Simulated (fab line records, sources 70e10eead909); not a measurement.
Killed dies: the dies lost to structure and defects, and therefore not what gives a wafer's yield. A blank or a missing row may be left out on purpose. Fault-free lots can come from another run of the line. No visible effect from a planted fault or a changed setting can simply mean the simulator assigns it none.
fab line records	flow nand-harc	part 1 of 2: steps 1 to 27 of 37
record lots=5	wafers=15	last-day=24
route steps=1159 shown A_BLC@984 A_M0@994
lots with no fault: from the same line, run without faults
start-h: hours from the record's first day to the start of the lot's first wafer shown	wait-h: hours elapsed since this lot's preceding step	" identical to the entry in the row above	L1.1+2: several wafers, shown together as one row	- no value present, or no start provided	* or withheld: withheld	< > ~ a bound
route shown NAME@n: NAME is a module with steps in the file, n the number in the route of the first one	usual: mean/standard deviation taken from wafers without a fault	same: alike in all rows	chamber/n: place in a boat	sites: each site's reading	_std_site: standard deviation across them	_edge_site: outer sites' mean less inner sites'	radius-mm: for every site, how far away it sits from the centre of the wafer	mask NAME#n: copy n	behind: tool/chamber where the wafer was last shaped	hold: cause of the lot's hold/its duration in hours/its outcome	device: the n, p or np transistor that did not switch	end of line: the tests these same wafers got at the end of their route	step lacking rows: just its recipe	killed: dies that structure and defects cost at the first sort, which is not the same as the wafer's yield	map: the dies of a wafer, with x for killed, . for not killed, _ for no die there
set.NAME: the setting that was run; set.NAME@STEP: the one run at that earlier step	model.NAME: the simulator's own value behind a step, which no gauge read
lots seen at some steps along the route; tables by step, rows by wafer
services: a tool's chamber out of use, with start hour (start-h, from the record's first day; less than 0 if before it), hours out, and reason
## steps
# step NHARC_A_BLC_STRIP_22
# recipe time-s=600	temp-c=30	chemistry=post-etch-residue-remover
lot.wafer	tool	chamber	start-h	wait-h
L078.3+5+6	wet-bench-05	2,5,7	428.48	-
L084.5+3+4	wet-bench-09	3,5,7	454.18	-
L085.3+2+4	wet-bench-03	3,5,0	472.34	-
L086.6+5+3	wet-bench-09	5,7,0	503.32	-
L090.5+6+3	wet-bench-03	0,1,2	516.02	-
# step NHARC_A_BLC_DEGAS_30
# recipe temp-c=300	time-s=60
# usual heater-power-w=480/51	susceptor-temp-C=299.99/0.17
lot.wafer	tool	chamber	start-h	wait-h	heater-power-w	susceptor-temp-C
L078.3	pvd-sputter-02	-	428.77	-	533	299.98
L078.6	"	-	"	"	529	300.04
L078.5	"	-	"	"	501	300.17
L084.3	pvd-sputter-03	-	454.47	-	448	300.05
L084.4	"	-	"	"	468	300.01
L084.5	"	-	"	"	471	299.62
L085.4	pvd-sputter-02	-	472.60	-	415	300.42
L085.3	"	-	"	"	501	299.68
L085.2	"	-	"	"	547	300.14
L086.3	pvd-sputter-02	-	503.59	-	541	300.07
L086.5	"	-	"	"	536	300.11
L086.6	"	-	"	"	413	299.93
L090.3	pvd-sputter-03	-	516.30	-	399	300.28
L090.5	"	-	"	"	447	300.05
L090.6	"	-	"	"	406	300.03
# step NHARC_A_BLC_PRE_CLEAN_31
# recipe time-s=15	bias-v=250	gas=Ar
lot.wafer	tool	chamber	start-h	wait-h
L078.3+6+5	pvd-sputter-02	-	-	-
L084.3+4+5	pvd-sputter-03	-	-	-
L085.4+2+3	pvd-sputter-02	-	-	-
L086.3+5+6	pvd-sputter-02	-	-	-
L090.3+5+6	pvd-sputter-03	-	-	-
# step NHARC_A_BLC_PVD_32
# recipe target-thk-a=50	chamber-pressure-pa=5	power-w=5000	substrate-temp-c=200	time-s=17.7	material=Ti
# usual throttle-valve-pct=30.2/0.84
lot.wafer	tool	chamber	start-h	wait-h	throttle-valve-pct
L078.3	pvd-sputter-02	-	-	-	31.0
L078.6	"	-	"	"	28.4
L078.5	"	-	"	"	29.9
L084.3	pvd-sputter-03	-	-	-	31.6
L084.4	"	-	"	"	30.1
L084.5	"	-	"	"	30.5
L085.2	pvd-sputter-02	-	-	-	30.2
L085.4	"	-	"	"	30.9
L085.3	"	-	"	"	28.3
L086.3	pvd-sputter-02	-	-	-	30.8
L086.6	"	-	"	"	31.1
L086.5	"	-	"	"	30.9
L090.3	pvd-sputter-03	-	-	-	29.7
L090.6	"	-	"	"	29.8
L090.5	"	-	"	"	29.7
# step NHARC_A_BLC_ALD_23
# recipe target-thk-a=30	pulse-time-s=1	ald-cycles=150	temp-c=450	material=TiN
# usual heater-power-w=1077/110	precursor-pulse-height-rel=0.999/0.02	susceptor-temp-C=449.97/0.23
lot.wafer	tool	chamber	start-h	wait-h	heater-power-w	precursor-pulse-height-rel	susceptor-temp-C
L078.3	ald-metal-01	3	429.03	-	1057	1.033	449.80
L078.6	"	1	"	"	1216	1.006	449.77
L078.5	"	2	"	"	1230	1.001	450.21
L084.3	ald-metal-01	2	454.76	-	1237	0.979	449.74
L084.4	"	0	"	"	932	0.987	449.93
L084.5	"	2	"	"	1239	0.972	449.69
L085.2	ald-metal-04	2	472.86	-	1039	0.982	449.98
L085.3	"	3	"	"	988	0.957	450.02
L085.4	"	0	"	"	1102	1.000	450.29
L086.3	ald-metal-04	0	503.88	-	1097	1.011	449.52
L086.6	"	2	"	"	1040	1.024	450.24
L086.5	"	3	"	"	987	1.011	450.23
L090.3	ald-metal-01	2	516.53	-	1172	0.992	449.92
L090.5	"	2	"	"	1193	1.027	449.81
L090.6	"	3	"	"	1158	1.015	450.24
# step NHARC_A_BLC_CVD_24
# recipe target-thk-a=1500	temp-c=300	pressure-torr=40	wf6-flow-sccm=40	h2-flow-sccm=1600	ar-flow-sccm=1560	time-s=434	material=W
# usual heater-power-w=452/31	mfc-ar-sccm=1561/4.7	susceptor-temp-C=300.01/0.2	throttle-valve-pct=8.04/0.27
lot.wafer	tool	chamber	start-h	wait-h	heater-power-w	mfc-ar-sccm	susceptor-temp-C	throttle-valve-pct
L078.3	cvd-w-02	0	-	-	465	1558	300.16	8.18
L078.5	"	1	"	"	410	1554	299.95	7.67
L078.6	"	0	"	"	466	1555	300.16	8.15
L084.3	cvd-w-02	1	-	-	418	1563	299.81	7.93
L084.4	"	0	"	"	470	1552	299.77	8.35
L084.5	"	0	"	"	461	1555	299.90	7.86
L085.2	cvd-w-02	0	-	-	465	1558	299.76	8.26
L085.3	"	1	"	"	408	1568	299.82	7.75
L085.4	"	0	"	"	476	1567	299.89	8.18
L086.3	cvd-w-02	0	-	-	472	1558	300.03	8.01
L086.5	"	1	"	"	397	1559	299.92	7.82
L086.6	"	0	"	"	480	1556	300.10	8.20
L090.3	cvd-w-02	0	-	-	483	1564	300.25	8.18
L090.5	"	1	"	"	423	1556	299.70	7.85
L090.6	"	0	"	"	467	1559	300.37	8.03
# step NHARC_A_BLC_CMP_25
# recipe t-overpolish-s=30	target-thk-nm=150
# usual motor-current-A=12.1/0.84	overpolish-run-s=30.000/0.0083	slurry-flow-ml-min=150.0/0.46	time-to-endpoint-s=30/3
lot.wafer	tool	chamber	start-h	wait-h	motor-current-A	overpolish-run-s	slurry-flow-ml-min	time-to-endpoint-s
L078.3	cmp-02	1	429.73	0.2	10.3	30.007	150.3	32
L078.6	"	1	"	"	10.4	30.014	150.4	32
L078.5	"	2	"	"	12.5	30.008	150.3	32
L084.3	cmp-02	0	455.53	0.3	12.8	30.006	149.7	32
L084.4	"	1	"	"	11.1	29.997	150.6	29
L084.5	"	0	"	"	12.3	30.004	149.9	34
L085.2	cmp-03	1	485.16	0.4	11.6	30.005	150.9	27
L085.4	"	2	"	"	11.5	30.017	149.5	30
L085.3	"	3	"	"	12.7	30.008	149.8	25
L086.3	cmp-02	3	504.58	0.2	13.5	29.990	149.7	30
L086.5	"	3	"	"	12.9	30.002	149.9	27
L086.6	"	0	"	"	12.5	30.009	150.5	34
L090.3	cmp-04	2	517.34	0.3	11.1	29.997	150.2	31
L090.6	"	3	"	"	12.6	30.011	149.9	31
L090.5	"	0	"	"	11.7	30.002	150.7	29
# step NHARC_A_BLC_SRD_27
lot.wafer	tool	chamber	start-h	wait-h
L078.6+3+5	wet-bench-05	1,2,4	430.05	0.0
L084.5+3+4	wet-bench-09	6,0,3	455.83	0.0
L085.4+3+2	wet-bench-03	0,2,4	485.49	0.0
L086.3+6+5	wet-bench-05	6,1,3	504.91	0.0
L090.5+3+6	wet-bench-03	6,7,0	517.60	0.0
# step NHARC_A_BLC_INSPECT_28
# usual raw-defect-count=414/98
lot.wafer	tool	chamber	start-h	wait-h	raw-defect-count
L078.3	defect-inspect-01	-	430.13	0.1	272
L078.5	"	-	"	"	360
L078.6	"	-	"	"	273
L084.3	defect-inspect-02	-	455.91	0.1	291
L084.4	"	-	"	"	330
L084.5	"	-	"	"	300
L085.2	defect-inspect-02	-	485.57	0.1	353
L085.3	"	-	"	"	353
L085.4	"	-	"	"	340
L086.3	defect-inspect-01	-	504.99	0.1	523
L086.5	"	-	"	"	462
L086.6	"	-	"	"	518
L090.3	defect-inspect-02	-	517.67	0.1	328
L090.5	"	-	"	"	352
L090.6	"	-	"	"	357
# step NHARC_A_M0_DEP_00
# recipe target-thk-a=1500	target-thk-nm=150	temp-c=withheld	pressure-torr=5	flow-sccm=200	rf-w=600	material=SiOC
# usual showerhead-vpp-V=1528/86
lot.wafer	tool	chamber	start-h	wait-h	showerhead-vpp-V
L078.3	pecvd-03	0	430.29	0.2	1455
L078.6	"	1	"	"	1488
L078.5	"	0	"	"	1440
L084.3	pecvd-03	2	455.98	0.1	1457
L084.5	"	2	"	"	1468
L084.4	"	0	"	"	1469
L085.2	pecvd-02	0	485.68	0.1	1618
L085.3	"	1	"	"	1737
L085.4	"	2	"	"	1635
L086.3	pecvd-03	2	505.18	0.2	1438
L086.5	"	1	"	"	1482
L086.6	"	0	"	"	1486
L090.3	pecvd-04	2	517.78	0.1	1638
L090.5	"	1	"	"	1460
L090.6	"	0	"	"	1527
# step NHARC_A_M0_DEHYDRATE_01
# recipe temp-c=150	time-s=120
lot.wafer	tool	chamber	start-h	wait-h
L078.3+5+6	litho-track-01	0	430.60	-
L084.3+4+5	litho-track-01	0	456.38	-
L085.2+3+4	litho-track-06	0	486.04	-
L086.3+5+6	litho-track-04	0	505.54	-
L090.3+5+6	litho-track-01	0	518.17	-
# step NHARC_A_M0_HMDS_02
# recipe time-s=30
lot.wafer	tool	chamber	start-h	wait-h
L078.3+5+6	litho-track-01	0	-	-
L084.3+4+5	litho-track-01	0	-	-
L085.2+3+4	litho-track-06	0	-	-
L086.3+5+6	litho-track-04	0	-	-
L090.3+5+6	litho-track-01	0	-	-
# step NHARC_A_M0_COAT_33
# recipe temp-c=200	time-s=65
lot.wafer	tool	chamber	start-h	wait-h
L078.3+5+6	litho-track-01	0	-	-
L084.3+4+5	litho-track-01	0	-	-
L085.2+3+4	litho-track-06	0	-	-
L086.3+5+6	litho-track-04	0	-	-
L090.3+5+6	litho-track-01	0	-	-
# step NHARC_A_M0_COAT_03
# recipe spin-rpm=1500	resist-thk-nm=90
lot.wafer	tool	chamber	start-h	wait-h
L078.3+5+6	litho-track-01	0	-	-
L084.3+4+5	litho-track-01	0	-	-
L085.2+3+4	litho-track-06	0	-	-
L086.3+5+6	litho-track-04	0	-	-
L090.3+5+6	litho-track-01	0	-	-
# step NHARC_A_M0_SOFTBAKE_04
# recipe temp-c=105	time-s=55
lot.wafer	tool	chamber	start-h	wait-h
L078.3+5+6	litho-track-01	0	-	-
L084.3+4+5	litho-track-01	0	-	-
L085.2+3+4	litho-track-06	0	-	-
L086.3+5+6	litho-track-04	0	-	-
L090.3+5+6	litho-track-01	0	-	-
# step NHARC_A_M0_EBR_05
lot.wafer	tool	chamber	start-h	wait-h
L078.3+5+6	litho-track-01	0	-	-
L084.3+4+5	litho-track-01	0	-	-
L085.2+3+4	litho-track-06	0	-	-
L086.3+5+6	litho-track-04	0	-	-
L090.3+5+6	litho-track-01	0	-	-
# step NHARC_A_M0_EXPOSE_06
# recipe na=1.35	target-cd-nm=80	dose-mj=83.25	mask-id=A_M0
# usual stage-vel-mm-s=499.93/0.22
lot.wafer	tool	chamber	start-h	wait-h	mask	stage-vel-mm-s
L078.3	arfi-scanner-01	0	430.77	-	A_M0#0	499.97
L078.5	"	0	"	"	A_M0#0	500.10
L078.6	"	0	"	"	A_M0#0	500.05
L084.3	arfi-scanner-02	0	456.68	-	A_M0#0	499.92
L084.4	"	0	"	"	A_M0#0	499.83
L084.5	"	0	"	"	A_M0#0	499.67
L085.2	arfi-scanner-02	0	486.33	-	A_M0#0	499.73
L085.3	"	0	"	"	A_M0#0	499.74
L085.4	"	0	"	"	A_M0#0	499.76
L086.3	arfi-scanner-03	0	505.84	-	A_M0#0	500.00
L086.5	"	0	"	"	A_M0#0	499.64
L086.6	"	0	"	"	A_M0#0	500.14
L090.3	arfi-scanner-02	0	518.46	-	A_M0#0	499.76
L090.5	"	0	"	"	A_M0#0	499.59
L090.6	"	0	"	"	A_M0#0	499.87
# step NHARC_A_M0_PEB_07
# recipe peb-temp-c=100	peb-time-s=65
lot.wafer	tool	chamber	start-h	wait-h
L078.3+5+6	litho-track-06	0	430.82	0.0
L084.3+4+5	litho-track-01	0	456.74	0.1
L085.2+3+4	litho-track-04	0	486.39	0.1
L086.3+5+6	litho-track-01	0	505.89	0.0
L090.3+5+6	litho-track-04	0	518.52	0.0
# step NHARC_A_M0_DEVELOP_08
# recipe develop-time-s=35	dev-temp-c=23
lot.wafer	tool	chamber	start-h	wait-h
L078.3+5+6	litho-track-06	0	-	-
L084.3+4+5	litho-track-01	0	-	-
L085.2+3+4	litho-track-04	0	-	-
L086.3+5+6	litho-track-01	0	-	-
L090.3+5+6	litho-track-04	0	-	-
# step NHARC_A_M0_CD_MEAS_09
# recipe target-cd-nm=80	landing-energy-ev=500
# usual cd-nm=80.3/0.98
lot.wafer	tool	chamber	start-h	wait-h	cd-nm
L078.3	cd-sem-02	0	430.91	-	80.3
L078.5	"	0	"	"	81.1
L078.6	"	0	"	"	80.4
L084.3	cd-sem-02	0	456.82	-	79.0
L084.4	"	0	"	"	78.8
L084.5	"	0	"	"	78.7
L085.2	cd-sem-03	0	486.47	-	81.1
L085.3	"	0	"	"	80.8
L085.4	"	0	"	"	80.0
L086.3	cd-sem-03	0	505.97	-	80.4
L086.5	"	0	"	"	78.4
L086.6	"	0	"	"	79.4
L090.3	cd-sem-02	0	518.60	-	82.3
L090.5	"	0	"	"	80.4
L090.6	"	0	"	"	81.9
# step NHARC_A_M0_OVL_MEAS_10
# recipe pitch-nm=160
# usual overlay-x-nm=-0.2/0.73	overlay-y-nm=0.3/0.9
lot.wafer	tool	chamber	start-h	wait-h	overlay-x-nm	overlay-y-nm
L078.3	overlay-02	-	430.99	-	-1.1	0.5
L078.5	"	-	"	"	-1.2	1.2
L078.6	"	-	"	"	-1.3	0.5
L084.3	overlay-01	-	456.91	-	-0.1	-2.4
L084.4	"	-	"	"	0.0	-2.4
L084.5	"	-	"	"	0.4	-2.2
L085.2	overlay-01	-	486.55	-	0.0	0.5
L085.3	"	-	"	"	0.9	0.0
L085.4	"	-	"	"	0.9	0.5
L086.3	overlay-01	-	506.06	-	0.3	0.3
L086.5	"	-	"	"	0.5	0.4
L086.6	"	-	"	"	0.6	0.2
L090.3	overlay-02	-	518.69	-	-1.0	0.2
L090.5	"	-	"	"	-1.0	-0.7
L090.6	"	-	"	"	-1.1	0.3
# step NHARC_A_M0_INSPECT_11
# usual raw-defect-count=27/12
lot.wafer	tool	chamber	start-h	wait-h	raw-defect-count
L078.3	defect-inspect-02	-	431.03	0.0	11
L078.5	"	-	"	"	14
L078.6	"	-	"	"	5
L084.3	defect-inspect-01	-	456.94	0.0	54
L084.4	"	-	"	"	38
L084.5	"	-	"	"	42
L085.2	defect-inspect-02	-	486.59	0.0	23
L085.3	"	-	"	"	28
L085.4	"	-	"	"	24
L086.3	defect-inspect-02	-	506.09	0.0	25
L086.5	"	-	"	"	31
L086.6	"	-	"	"	29
L090.3	defect-inspect-02	-	518.72	0.0	39
L090.5	"	-	"	"	37
L090.6	"	-	"	"	41
# step NHARC_A_M0_DESCUM_14
# recipe time-s=3	o2-flow-sccm=200	ar-flow-sccm=0	bias-power-w=0	chemistry=O2
# usual drypump-motor-current-A=5.66/0.28	mfc-ar-sccm=0.010/0.011	oes-product-au=0.991/0.015	rf-vpp-V=57.8/0.79	showerhead-plenum-p-Torr=1.92/0.083	throttle-valve-pct=11.312/0.0093
lot.wafer	tool	chamber	start-h	wait-h	drypump-motor-current-A	mfc-ar-sccm	oes-product-au	rf-hours-counter-h	rf-vpp-V	showerhead-plenum-p-Torr	throttle-valve-pct
L078.3	rie-diel-12	3	431.09	0.1	5.12	0	0.970	3	56.6	1.78	11.306
L078.5	"	2	"	"	5.52	0.012	0.971	-	57.5	1.86	11.315
L078.6	"	3	"	"	5.12	0	0.969	-	57.6	1.78	11.312
L084.4	rie-diel-01	0	457.01	0.1	6.07	0	1.016	8	58.4	2.00	11.319
L084.3	"	1	"	"	5.39	0	0.989	7	58.7	1.95	11.314
L084.5	"	3	"	"	5.84	0	0.985	-	57.6	1.90	11.310
L085.4	rie-diel-12	2	486.66	0.1	5.52	0.012	0.969	6	58.2	1.86	11.320
L085.3	"	3	"	"	5.13	0	0.964	8	58.0	1.77	11.313
L085.2	"	0	"	"	5.92	0.024	0.989	7	57.7	1.92	11.321
L086.3	rie-diel-01	3	506.18	0.1	5.89	0	0.995	1	57.9	1.90	11.317
L086.6	"	0	"	"	6.08	0	1.003	-	57.9	2.00	11.314
L086.5	"	1	"	"	5.40	0	0.964	-	57.4	1.95	11.313
L090.3	rie-diel-12	2	518.80	0.1	5.52	0.012	0.968	8	56.4	1.86	11.303
L090.5	"	0	"	"	5.94	0.024	0.991	-	57.5	1.92	11.321
L090.6	"	1	"	"	5.63	0.009	0.985	-	58.1	1.91	11.320
# step NHARC_A_M0_ETCH_34
# recipe target-depth-a=400	overetch-a=120	time-s=43.94	ion-energy-ev=200	n2-flow-sccm=150	h2-flow-sccm=150	ar-flow-sccm=0	rf-w=400	bias-w=150	chemistry=N2/H2
# usual drypump-motor-current-A=5.66/0.28	mfc-ar-sccm=0.010/0.011	oes-product-au=0.993/0.015	rf-vpp-V=430.7/2.7	showerhead-plenum-p-Torr=2.05/0.091	throttle-valve-pct=14.171/0.0078
lot.wafer	tool	chamber	start-h	wait-h	drypump-motor-current-A	mfc-ar-sccm	oes-product-au	rf-hours-counter-h	rf-vpp-V	showerhead-plenum-p-Torr	throttle-valve-pct
L078.3	rie-diel-12	1	431.18	0.1	5.63	0.009	1.003	2	430.6	2.04	14.182
L078.5	"	0	"	"	5.90	0.024	0.980	-	430.3	2.05	14.172
L078.6	"	1	"	"	5.62	0.009	0.999	-	430.1	2.04	14.170
L084.4	rie-diel-01	1	457.09	0.1	5.41	0	0.990	7	432.0	2.08	14.166
L084.3	"	2	"	"	6.00	0	0.986	9	432.3	2.16	14.162
L084.5	"	0	"	"	6.07	0	1.011	-	432.2	2.13	14.173
L085.4	rie-diel-12	3	486.74	0.1	5.14	0	0.970	8	426.1	1.89	14.171
L085.3	"	1	"	"	5.66	0.009	0.988	6	430.7	2.04	14.176
L085.2	"	2	"	"	5.54	0.012	0.966	6	428.9	1.98	14.170
L086.3	rie-diel-01	1	506.24	0.1	5.40	0	0.962	1	431.8	2.08	14.167
L086.5	"	0	"	"	6.08	0	0.995	-	432.9	2.13	14.174
L086.6	"	1	"	"	5.39	0	0.970	-	432.5	2.08	14.165
L090.3	rie-diel-12	2	518.87	0.1	5.55	0.012	0.984	8	429.5	1.98	14.163
L090.6	"	1	"	"	5.61	0.009	1.003	-	430.5	2.04	14.167
L090.5	"	2	"	"	5.53	0.012	0.978	-	430.1	1.98	14.172
# step NHARC_A_M0_ETCH_15
# recipe target-depth-a=1500	overetch-a=150	time-s=82.5	c4f8-flow-sccm=withheld	ar-flow-sccm=400	rf-w=600	bias-w=300	chemistry=C4F8/Ar
# usual oes-product-au=0.941/0.023	rf-vpp-V=440.9/2.7
lot.wafer	tool	chamber	start-h	wait-h	oes-product-au	rf-hours-counter-h	rf-vpp-V
L078.3	rie-diel-12	1	-	-	0.979	2	441.5
L078.5	"	2	"	"	0.952	-	438.3
L078.6	"	3	"	"	0.947	-	436.5
L084.4	rie-diel-01	2	-	-	0.917	9	443.9
L084.3	"	0	"	"	0.943	8	442.7
L084.5	"	2	"	"	0.911	-	442.9
L085.4	rie-diel-12	1	-	-	0.922	6	441.3
L085.3	"	2	"	"	0.903	6	440.7
L085.2	"	3	"	"	0.910	8	435.7
L086.3	rie-diel-01	2	-	-	0.956	0	444.2
L086.6	"	1	"	"	0.923	-	441.1
L086.5	"	2	"	"	0.956	-	444.4
L090.3	rie-diel-12	0	-	-	0.961	9	440.2
L090.5	"	0	"	"	0.952	-	442.1
L090.6	"	1	"	"	0.962	-	439.8
# step NHARC_A_M0_CD_MEAS_16
# usual cd-nm=80.1/1.4
lot.wafer	tool	chamber	start-h	wait-h	cd-nm
L078.3	cd-sem-02	-	431.39	-	79.8
L078.5	"	-	"	"	80.7
L078.6	"	-	"	"	79.7
L084.3	cd-sem-01	-	457.31	-	78.0
L084.4	"	-	"	"	77.8
L084.5	"	-	"	"	77.3
L085.2	cd-sem-02	-	486.95	-	81.5
L085.3	"	-	"	"	80.8
L085.4	"	-	"	"	80.2
L086.3	cd-sem-02	-	506.47	-	79.8
L086.5	"	-	"	"	79.3
L086.6	"	-	"	"	77.8
L090.3	cd-sem-03	-	519.08	-	82.1
L090.5	"	-	"	"	80.6
L090.6	"	-	"	"	83.1
# step NHARC_A_M0_STRIP_18
# recipe power-w=1000	n2-flow-sccm=150	h2-flow-sccm=150	ar-flow-sccm=0	bias-w=0	chemistry=N2/H2
# usual drypump-motor-current-A=5.68/0.26	mfc-ar-sccm=0.012/0.012	oes-product-au=0.997/0.015	rf-vpp-V=90.8/1	showerhead-plenum-p-Torr=2.06/0.093	throttle-valve-pct=14.171/0.0091
lot.wafer	tool	chamber	start-h	wait-h	drypump-motor-current-A	mfc-ar-sccm	oes-product-au	rf-hours-counter-h	rf-vpp-V	showerhead-plenum-p-Torr	throttle-valve-pct
L078.3	rie-diel-01	2	431.49	0.1	6.07	0	1.003	6	90.9	2.16	14.167
L078.6	"	1	"	"	5.39	0	0.989	-	92.8	2.08	14.160
L078.5	"	2	"	"	6.04	0	0.986	-	91.1	2.16	14.158
L084.3	rie-diel-09	1	457.40	0.1	5.63	0.030	1.020	1	92.1	1.95	14.188
L084.4	"	2	"	"	5.70	0.004	0.979	1	91.5	1.97	14.168
L084.5	"	0	"	"	5.80	0.013	1.021	-	91.6	2.19	14.166
L085.4	rie-diel-01	3	487.03	0.1	5.83	0	0.981	11	90.9	2.03	14.169
L085.3	"	1	"	"	5.39	0	0.980	8	91.0	2.08	14.158
L085.2	"	2	"	"	6.02	0	0.982	11	91.9	2.16	14.162
L086.3	rie-diel-09	1	506.59	0.1	5.65	0.030	1.014	6	89.9	1.95	14.162
L086.5	"	3	"	"	5.32	0.031	1.018	-	92.0	2.19	14.171
L086.6	"	0	"	"	5.82	0.013	1.020	-	91.9	2.19	14.172
L090.3	rie-diel-09	2	519.21	0.1	5.75	0.004	0.991	5	90.2	1.97	14.183
L090.6	"	0	"	"	5.84	0.013	1.013	-	91.8	2.19	14.175
L090.5	"	1	"	"	5.65	0.030	1.010	-	91.7	1.95	14.171
